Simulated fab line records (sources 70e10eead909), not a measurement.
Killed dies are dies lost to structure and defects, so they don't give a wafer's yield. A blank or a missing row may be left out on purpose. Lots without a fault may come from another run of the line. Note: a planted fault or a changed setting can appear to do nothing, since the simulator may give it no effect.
Matching of chambers ; flow nand_harc ; 4 sister chambers for NHARC_P_GATE_DESCUM_13 on rie_diel-08
The step chemistry O2, time 3 s. 8 wafers are shown with their chamber, then 7 later ones without.

== EACH WAFER AND ITS CHAMBER ==
wafer;chamber;showerhead_plenum_p_Torr (Torr);drypump_motor_current_A (A)
L074.4;3;1.80;5.7
L075.5;1;1.88;5.9
L083.6;2;1.95;5.8
L091.1;3;1.80;5.6
L091.3;2;1.94;5.8
L091.5;0;1.98;5.7
L093.1;0;1.98;5.7
L093.3;1;1.87;5.9

== WAFERS MISSING THEIR CHAMBER ==
wafer;showerhead_plenum_p_Torr (Torr);drypump_motor_current_A (A)
L093.5;1.94;5.8
L096.1;1.94;5.8
L096.2;1.98;5.7
L096.3;1.87;6.0
L097.1;1.98;5.7
L097.5;1.98;5.7
L097.6;1.87;6.0

== WHICH CHAMBER EACH WENT THROUGH ==
wafer;from the rows above;in truth
L093.5;2;2
L096.1;2;2
L096.2;0;0
L096.3;1;1
L097.1;0;0
L097.5;0;0
L097.6;1;1
7 of 7 placed correctly. Can't be placed from these rows: 0. Placed wrongly: 0.
How it was worked out, from the rows above alone: a wafer's distance from a chamber is the root of the sum, over the readings, of the square of ((its reading less the chamber's mean) divided by the reading's scatter). If the next closest chamber is less than 2 further off than the closest, the wafer can't be placed; otherwise it belongs to the closest. For every chamber, the mean is computed from those of its wafers that are shown. The scatter is the square root of a quotient: the sum, over the shown wafers, of each reading's squared deviation from its chamber's mean, divided by wafers minus chambers.
